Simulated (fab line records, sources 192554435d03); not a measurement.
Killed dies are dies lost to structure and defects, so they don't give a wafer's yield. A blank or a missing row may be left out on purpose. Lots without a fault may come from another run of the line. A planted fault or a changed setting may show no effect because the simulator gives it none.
Split-lot experiment | flow n5_finfet | 7 lots, 21 wafers read, on a route of 1938 steps

THE SPLIT
At N5_BEOL_M2_COAT_67 (time 60 s, resist thk 60 nm), the setting spin_rpm was moved away from the recipe's 1500 rpm on 9 of the 21 wafers read, by -8.5% to +10.0%. The other wafers ran this setting at the recipe's value.

FROM THE SPLIT TO THE READING: what the file shows between them, 5 steps
- N5_BEOL_M2_DESCUM_33: chemistry O2, time 7 s (also split here: time_s)
- N5_BEOL_M2_ETCH_77: etches underlayer in N2/H2, target depth 6.5 nm, time 5.2 s
- N5_BEOL_M2_ETCH_69: etches SiARC in CF4, target depth 15.6 nm, time 26 s
- N5_BEOL_M2_ALD_98: deposits SiO2, target thk 2.5 nm, pulse time 1 s, co reactant pulse time 1 s
- N5_BEOL_M2_ETCHBACK_99: etches SiO2 in CHF3, target depth 5 nm, time 10.4 s

THE READING
etch.depth_nm (the simulator's own value, which no gauge read), in nm, at N5_BEOL_M2_ETCH_70 (etches SOC in N2/H2, target depth 80 nm, overetch 24 nm, time 130 s). The file gives no usual value for it. The 12 wafers here that ran the recipe average 59.97 nm, standard deviation 0.15 nm.

wafer  | tool, chamber at the split | spin_rpm as run, rpm | against the recipe | etch.depth_nm, nm | against lot-mates on the recipe
L077.1 | litho_track-02, 0          | 1500                 | recipe             | 59.96             | -
L077.5 | litho_track-02, 0          | 1554                 | +3.6%              | 59.19             | -0.77
L077.6 | litho_track-02, 0          | 1554                 | +3.6%              | 59.21             | -0.75
L078.4 | litho_track-04, 0          | 1650                 | +10.0%             | 57.2              | -2.58
L078.5 | litho_track-04, 0          | 1650                 | +10.0%             | 57.16             | -2.62
L078.6 | litho_track-04, 0          | 1500                 | recipe             | 59.78             | -
L080.1 | litho_track-02, 0          | 1500                 | recipe             | 60                | -
L080.5 | litho_track-02, 0          | 1500                 | recipe             | 60.06             | -
L080.6 | litho_track-02, 0          | 1500                 | recipe             | 60.04             | -
L083.4 | litho_track-03, 0          | 1573                 | +4.9%              | 58.79             | -1.54
L083.5 | litho_track-03, 0          | 1500                 | recipe             | 60.33             | -
L083.6 | litho_track-03, 0          | 1573                 | +4.9%              | 58.68             | -1.65
L084.2 | litho_track-04, 0          | 1500                 | recipe             | 59.88             | -
L084.4 | litho_track-04, 0          | 1430                 | -4.7%              | 61.3              | +1.47
L084.6 | litho_track-04, 0          | 1500                 | recipe             | 59.78             | -
L096.3 | litho_track-04, 0          | 1563                 | +4.2%              | 58.92             | -1.14
L096.5 | litho_track-04, 0          | 1500                 | recipe             | 60.07             | -
L096.6 | litho_track-04, 0          | 1500                 | recipe             | 60.05             | -
L097.2 | litho_track-03, 0          | 1373                 | -8.5%              | 62.65             | +2.81
L097.4 | litho_track-03, 0          | 1500                 | recipe             | 59.82             | -
L097.5 | litho_track-03, 0          | 1500                 | recipe             | 59.85             | -

THE FIT
A straight line over all 21 wafers: etch.depth_nm changes by -0.282 nm for each +1% of spin_rpm; r = -0.99; the points scatter about the line by 0.16 nm.
The same after taking each lot's own level away (the mean of its wafers on the recipe; 21 wafers): -0.287 nm for each +1%; r = -0.99; scatter 0.16 nm.
On that fit, the largest move of spin_rpm shifts the reading by 2.9 nm.
The lots' own levels span 59.780 to 60.330 nm, that is 3.6 times the standard deviation above.
So the lot-to-lot level changes the slope little: the two slopes agree.
Check: with one of the wafers moved furthest among these (+10.0%) left out of the fit, the line predicts -2.89 nm for it against its lot-mates. It came out at -2.58 nm against them.

OTHER SPLITS ON THESE WAFERS
These wafers also went through other splits before the reading. Each is held against what the fit with the lots' levels taken away leaves over:
other split on the same wafers            | wafers away from the commonest value | r with etch.depth_nm (lot level and that fit taken away)
N5_BEOL_M0_TRENCH_ETCH_107 target_depth_a | 6                                    | -0.12
N5_BEOL_M1_ETCH_70 source_w               | 7                                    | +0.04
N5_BEOL_M1_TRENCH_ETCH_37 time_s          | 7                                    | -0.08
N5_BEOL_M2_DESCUM_33 time_s               | 6                                    | +0.03

THE WHOLE CHAIN: every reading that the file lists as answering this split, in the file's order
step               | what it does                                                        | reading                                                                        | change (the file's fit)               | r (the file's)
N5_BEOL_M2_COAT_67 | time 60 s, resist thk 60 nm                                         | SOC_of_BEOL_M2_COAT_67.thk_nm (the simulator's own value, which no gauge read) | -0.293 nm for each +1% of the setting | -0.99
N5_BEOL_M2_ETCH_70 | etches SOC in N2/H2, target depth 80 nm, overetch 24 nm, time 130 s | etch.depth_nm (the simulator's own value, which no gauge read)                 | -0.29 nm for each +1% of the setting  | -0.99

THE FILE'S OWN FIT
etch.depth_nm changes by -0.29 nm for each +1% of spin_rpm, r = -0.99.
